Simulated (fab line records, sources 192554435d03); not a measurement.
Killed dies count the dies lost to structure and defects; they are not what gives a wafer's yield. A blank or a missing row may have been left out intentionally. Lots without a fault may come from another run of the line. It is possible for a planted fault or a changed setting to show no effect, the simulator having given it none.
The tool behind it: which one? | flow n5_finfet | Sampling: 10 lots, 30 wafers, 5 of 1938 route steps

WHAT THE GAUGES SHOWED, per wafer
N5_BEOL_M3_CD_MEAS_35: target cd 18 nm, target cd y 21 nm.
lot  | measured     | on        | cd_nm (nm)
L510 | day 7 05:33  | cd_sem-03 | 18.1 17.8 18.1
L514 | day 8 10:54  | cd_sem-03 | 17.9 18.1 18.6
L519 | day 9 17:27  | cd_sem-01 | 18.1 17.9 17.9
L527 | day 11 17:30 | cd_sem-03 | 17.8 17.1 18.0
L524 | day 11 17:56 | cd_sem-01 | 17.1 17.5 17.9
L526 | day 11 22:15 | cd_sem-02 | 17.5 18.2 17.6
L531 | day 12 14:04 | cd_sem-01 | 18.1 18.0 17.9
L530 | day 12 22:58 | cd_sem-02 | 18.3 18.0 17.5
L532 | day 13 14:20 | cd_sem-01 | 17.5 17.5 17.9
L533 | day 14 01:28 | cd_sem-02 | 18.2 17.9 17.8

N5_BEOL_M4_RC_MEAS_101.
lot  | measured     | on        | DIBL_N (mV/V)  | DIBL_P (mV/V)  | IOFF_N (nA/um) | IOFF_P (nA/um) | ION_N (uA/um) | ION_P (uA/um) | SS_N (mV/dec)  | SS_P (mV/dec)  | VT_N (mV)   | VT_P (mV)
L510 | day 8 04:59  | prober-02 | 36.6 37.2 34.5 | 37.3 38.7 35.6 | 0.13 0.17 0.12 | 0.17 0.19 0.15 | 652 679 660   | 446 456 444   | 71.1 72.3 70.7 | 72.5 74.0 72.3 | 254 247 255 | -257 -251 -256
L514 | day 9 05:44  | prober-01 | 38.3 35.9 36.2 | 35.2 32.5 33.4 | 0.17 0.13 0.13 | 0.21 0.18 0.19 | 679 662 671   | 465 458 460   | 71.6 71.3 71.5 | 73.2 71.8 72.3 | 248 248 251 | -249 -251 -250
L519 | day 10 08:41 | prober-02 | 37.7 37.3 37.0 | 37.1 38.2 38.0 | 0.17 0.16 0.16 | 0.24 0.26 0.24 | 675 678 682   | 471 471 466   | 71.8 71.5 71.5 | 73.0 74.0 72.8 | 247 248 249 | -246 -245 -246
L527 | day 12 09:08 | prober-02 | 34.6 35.1 36.8 | 34.6 35.6 38.2 | 0.12 0.13 0.15 | 0.18 0.19 0.23 | 661 667 679   | 458 461 470   | 71.6 71.1 72.1 | 72.5 72.6 73.9 | 254 254 251 | -253 -250 -250
L524 | day 12 14:43 | prober-01 | 34.1 35.1 34.9 | 34.8 36.3 35.6 | 0.13 0.14 0.13 | 0.16 0.18 0.17 | 669 668 656   | 455 459 444   | 71.1 70.8 70.9 | 72.4 72.5 73.1 | 252 252 254 | -256 -256 -255
L526 | day 12 12:28 | prober-02 | 34.2 33.3 36.3 | 33.8 32.6 36.6 | 0.13 0.13 0.17 | 0.18 0.17 0.23 | 647 657 665   | 455 459 457   | 70.6 70.6 72.2 | 72.7 72.4 73.4 | 253 251 248 | -253 -251 -250
L531 | day 13 06:59 | prober-02 | 33.0 38.4 35.4 | 30.8 38.8 34.2 | 0.11 0.20 0.13 | 0.15 0.27 0.19 | 649 676 670   | 449 463 463   | 71.1 71.9 71.2 | 72.6 74.0 72.6 | 257 248 251 | -254 -244 -249
L530 | day 13 17:14 | prober-02 | 40.5 37.6 38.3 | 38.1 34.2 34.9 | 0.21 0.15 0.16 | 0.27 0.20 0.20 | 666 660 653   | 462 462 457   | 71.8 71.4 71.7 | 73.7 72.6 72.8 | 246 250 251 | -247 -250 -250
L532 | day 14 11:01 | prober-02 | 33.9 35.4 34.7 | 34.4 37.0 36.1 | 0.12 0.14 0.13 | 0.17 0.20 0.19 | 661 679 669   | 464 466 466   | 70.6 70.3 70.5 | 71.7 72.9 72.2 | 254 253 254 | -253 -249 -252
L533 | day 15 03:51 | prober-02 | 38.7 36.5 34.7 | 39.5 37.2 35.7 | 0.20 0.16 0.13 | 0.25 0.22 0.20 | 694 679 661   | 469 470 465   | 72.4 72.2 71.4 | 73.6 73.4 72.2 | 244 250 252 | -246 -247 -252

TOOL THAT RAN EACH LOT (tool first, then ch and the chambers of the sampled wafers, then the start)
lot  | N5_BEOL_M3_SPUTTER_79        | N5_BEOL_M3_SPUTTER_81        | N5_BEOL_M3_SPUTTER_88
L510 | pvd_sputter-01, day 7 06:46  | pvd_sputter-01, day 7 06:59  | pvd_sputter-01, day 7 07:25
L514 | pvd_sputter-02, day 8 12:28  | pvd_sputter-02, day 8 12:41  | pvd_sputter-02, day 8 13:07
L519 | pvd_sputter-02, day 9 20:19  | pvd_sputter-02, day 9 20:32  | pvd_sputter-02, day 9 20:59
L527 | pvd_sputter-02, day 11 18:23 | pvd_sputter-02, day 11 18:37 | pvd_sputter-02, day 11 19:05
L524 | pvd_sputter-02, day 11 20:36 | pvd_sputter-02, day 11 20:51 | pvd_sputter-02, day 11 21:20
L526 | pvd_sputter-02, day 11 23:26 | pvd_sputter-02, day 11 23:41 | pvd_sputter-02, day 12 00:10
L531 | pvd_sputter-02, day 12 15:03 | pvd_sputter-02, day 12 15:16 | pvd_sputter-02, day 12 15:43
L530 | pvd_sputter-02, day 13 00:00 | pvd_sputter-02, day 13 00:13 | pvd_sputter-02, day 13 00:40
L532 | pvd_sputter-03, day 13 17:14 | pvd_sputter-03, day 13 17:27 | pvd_sputter-03, day 13 17:53
L533 | pvd_sputter-03, day 14 02:50 | pvd_sputter-03, day 14 03:03 | pvd_sputter-03, day 14 03:29
- N5_BEOL_M3_SPUTTER_79: material Cu, target thk 4.5 nm, time 8.29 s.
- N5_BEOL_M3_SPUTTER_81: material Cu, target thk 4.5 nm, time 8.29 s.
- N5_BEOL_M3_SPUTTER_88: material Cu, target thk 4.5 nm, time 8.29 s.

WHAT THE TOOLS THEMSELVES READ (means of the sampled wafers that have a number; where no wafer has one, the mark that the record gives instead)
N5_BEOL_M3_SPUTTER_79.
lot  | tool           | chamber_pressure_pa (Pa) | chuck_gas_flow_sccm (sccm) | chuck_sensor_temp_C (C) | throttle_valve_pct (%)
L510 | pvd_sputter-01 | 0.06985                  | 1.25                       | -16.3                   | 30.9
L514 | pvd_sputter-02 | 0.07004                  | 1.21                       | -16.2                   | 29.1
L519 | pvd_sputter-02 | 0.07001                  | 1.28                       | -15.7                   | 29.2
L527 | pvd_sputter-02 | -                        | -                          | -                       | -
L524 | pvd_sputter-02 | -                        | -                          | -                       | -
L526 | pvd_sputter-02 | -                        | -                          | -                       | -
L531 | pvd_sputter-02 | 0.07007                  | 1.30                       | -15.8                   | 29.0
L530 | pvd_sputter-02 | 0.06994                  | 1.30                       | -16.2                   | 29.3
L532 | pvd_sputter-03 | 0.07000                  | 1.28                       | -16.0                   | 30.5
L533 | pvd_sputter-03 | 0.06989                  | 1.29                       | -16.3                   | 30.1

N5_BEOL_M3_SPUTTER_81.
lot  | tool           | chamber_pressure_pa (Pa) | chuck_gas_flow_sccm (sccm) | chuck_sensor_temp_C (C) | throttle_valve_pct (%)
L510 | pvd_sputter-01 | 0.06985                  | 1.26                       | -16.2                   | 30.9
L514 | pvd_sputter-02 | 0.07002                  | 1.24                       | -16.1                   | 29.1
L519 | pvd_sputter-02 | 0.06998                  | 1.31                       | -15.8                   | 29.1
L527 | pvd_sputter-02 | 0.07009                  | 1.22                       | -15.5                   | 29.0
L524 | pvd_sputter-02 | 0.07008                  | 1.30                       | -15.7                   | 29.2
L526 | pvd_sputter-02 | 0.06981                  | 1.22                       | -16.3                   | 29.3
L531 | pvd_sputter-02 | 0.06998                  | 1.27                       | -15.7                   | 29.1
L530 | pvd_sputter-02 | 0.06992                  | 1.29                       | -16.2                   | 29.2
L532 | pvd_sputter-03 | 0.06985                  | 1.28                       | -15.9                   | 30.4
L533 | pvd_sputter-03 | 0.07007                  | 1.23                       | -16.4                   | 30.2

N5_BEOL_M3_SPUTTER_88.
lot  | tool           | chamber_pressure_pa (Pa) | chuck_gas_flow_sccm (sccm) | chuck_sensor_temp_C (C) | throttle_valve_pct (%)
L510 | pvd_sputter-01 | 0.07000                  | 1.31                       | -16.3                   | 30.8
L514 | pvd_sputter-02 | 0.07004                  | 1.29                       | -16.3                   | 29.2
L519 | pvd_sputter-02 | 0.06985                  | 1.27                       | -15.8                   | 29.2
L527 | pvd_sputter-02 | 0.07009                  | 1.21                       | -15.5                   | 29.0
L524 | pvd_sputter-02 | 0.06992                  | 1.28                       | -15.6                   | 29.0
L526 | pvd_sputter-02 | 0.07009                  | 1.30                       | -16.2                   | 29.2
L531 | pvd_sputter-02 | 0.07007                  | 1.27                       | -15.7                   | 29.1
L530 | pvd_sputter-02 | 0.06985                  | 1.22                       | -16.1                   | 29.1
L532 | pvd_sputter-03 | 0.06999                  | 1.22                       | -15.9                   | 30.5
L533 | pvd_sputter-03 | 0.07002                  | 1.27                       | -16.4                   | 30.2

THE ANSWER, worked out from the rows above alone
Rule: usual is defined by the lots themselves. The widest of any qualifying gaps counts: lots, ordered by their means at a reading, are off when they make up no more than a third of the lots, leave a main group of 4 or more, and stand apart from it by 3 or more times the standard deviation of that group's means. The tables above print the reading to a certain number of digits; a main group whose means all agree to those digits is not used. A lot without any number at a reading at which 4 lots or more have one is off too. The other lots that the step has rows for count as sound. The gauges are gone through in route order, then the tools' own readings, and for those a lot's mean is taken as printed above. At the first step where some lot is off, the reading lying furthest off is the one used; lots without a number count as furthest.
Off: L527, L524, L526, at N5_BEOL_M3_SPUTTER_79 (chamber_pressure_pa). Without a number there: L527, L524, L526. The main group: mean 0.06997 Pa, standard deviation 7.5e-05.
If a tool, at that step or one of the process steps before it, ran each lot that is off and ran no sound lot following the first of them, it fits. Of those tried, none fits.

WHAT THE SIMULATOR HAD PUT IN
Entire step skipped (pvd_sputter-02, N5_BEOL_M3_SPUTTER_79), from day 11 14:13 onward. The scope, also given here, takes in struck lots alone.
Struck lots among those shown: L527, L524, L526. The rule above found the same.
